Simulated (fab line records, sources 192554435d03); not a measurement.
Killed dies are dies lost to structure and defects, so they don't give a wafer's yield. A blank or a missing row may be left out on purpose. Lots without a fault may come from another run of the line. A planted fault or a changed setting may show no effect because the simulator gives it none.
Problem report in the 8D (eight disciplines) form, filled by code | flow n5_finfet | the parts of the form that need people (team, actions taken, sign-off) are left out
Where a reading is given only as a bound, like >300, the bound stands for it, and a mean or a difference that rests on one is marked > or <: the true number lies beyond.

1. THE PROBLEM
raw_defect_count at N5_MIM_TOP_LITHO_INSPECT_12 reads a mean of >300 on 2 wafers of 2 lots; wafers without a fault read 2.0 with a standard deviation of 1.5. That is +99 or more standard deviations from the usual mean.
The step: inspects for defects (macro).
First seen on wafer L332.3, day 16 14:12, on defect_inspect-02. The record holds 33 wafers of 11 lots with a number at this step. Rule for "out", or "out of limits": more than 4 standard deviations from the usual mean. The other wafers with a number count as sound.

2. WHAT IT IS AND WHAT IT IS NOT
question                    | is                                   | is not
which readings at this step | raw_defect_count                     | -
which lots                  | L332, L335                           | L323, L326, L329, L337, L338, L341, L342, L343, L344
which wafers of those lots  | L332.3, L335.4                       | L332.2, L332.6, L335.2, L335.5
read on which gauges        | defect_inspect-01, defect_inspect-02 | -
when                        | from day 16 14:12                    | up to then (11 sound wafers); but 20 sound wafers of L335, L337, L338, L341, L342, L343, L344 came after

3. SUSPECTS, AND WHAT RULES EACH OUT
Counting: a tool at a process step up to the reading stays a suspect if it ran every lot that is out. Sound lots after the first of them don't rule it out here, since some wafers of a struck lot are sound.
- the gauge at N5_MIM_TOP_LITHO_INSPECT_12: ruled out. The wafers that are out were read on 2 gauges (defect_inspect-01, defect_inspect-02).
- pecvd-03 at N5_BEOL_M15_DEP_53 (deposits SiCN from 3MS/NH3, target thk 50 nm, time 17.8 s): kept. It ran every lot that is out, first L332 (day 16 10:18).
- ald_hk-02 at N5_MIM_TOP_ALD_02 (deposits Al2O3, purge time 3 s, co reactant pulse time 3 s): kept. It ran every lot that is out, first L332 (day 16 13:00); its last sound lot up to then is L326 (day 14 23:00).
- Within ald_hk-02 at N5_MIM_TOP_ALD_02: the wafers that are out ran in chamber 2; their sound lot-mates ran in chambers 0, 1, 3.
Left after counting: pecvd-03 at N5_BEOL_M15_DEP_53, ald_hk-02 at N5_MIM_TOP_ALD_02.

4. THE CAUSE (what the simulator had put in)
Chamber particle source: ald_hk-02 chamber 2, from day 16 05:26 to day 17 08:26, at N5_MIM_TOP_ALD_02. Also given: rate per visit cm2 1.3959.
Counting left 2 suspects, and this tool is among them.

5. THE CHAIN OF EFFECTS, in route order
Each row: a reading whose mean over the struck wafers that have a number lies more than 3 standard deviations from the usual. Only readings for which the record gives a usual standard deviation are gone through. hours: the time from each lot's start at the first step in this table that gives one to its start at this step, as a median over the lots. sigmas: the change in usual standard deviations.
hours | step                        | reading              | usual  | on struck wafers | change | sigmas
0     | N5_MIM_TOP_LITHO_INSPECT_12 | raw_defect_count     | 2.0    | >300             | >+298  | +99 or more
10    | N5_PASSIVATION_PROBE_49     | defect_limited_yield | 91.2 % | 84.3             | -6.9   | -5.3
10    | N5_PASSIVATION_PROBE_49     | killed_at_other      | 4      | 100              | +96    | +29
10    | N5_PASSIVATION_PROBE_49     | killed_dies          | 104    | 186              | +82    | +5.4
10    | N5_PASSIVATION_PROBE_49     | killed_on_rim        | 14     | 32               | +18    | +5.0
10    | N5_PASSIVATION_PROBE_49     | sort_bin_5_function  | 5.2 %  | 9.0              | +3.8   | +4.4
10    | N5_PASSIVATION_PROBE_49     | sort_n_pass          | 1076   | 994              | -82    | -5.4
10    | N5_PASSIVATION_PROBE_49     | sort_yield_pct       | 91.2 % | 84.3             | -6.9   | -5.3
The process steps in it:
- N5_PASSIVATION_PROBE_49

6. WHAT WOULD HAVE CAUGHT IT SOONER
In this record the first reading out of limits at a measuring or inspecting step was taken at day 16 14:12, 9 hours after the fault began at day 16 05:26.
Of the tool readings at N5_MIM_TOP_ALD_02 for which the record gives a usual standard deviation, none was out on any struck wafer, so an alarm limit of 4 standard deviations on them would not have fired.
Of the lots that are out (2), L335 began N5_MIM_TOP_ALD_02 on ald_hk-02 after day 16 14:12. A hold on the tool at that time would have spared it.
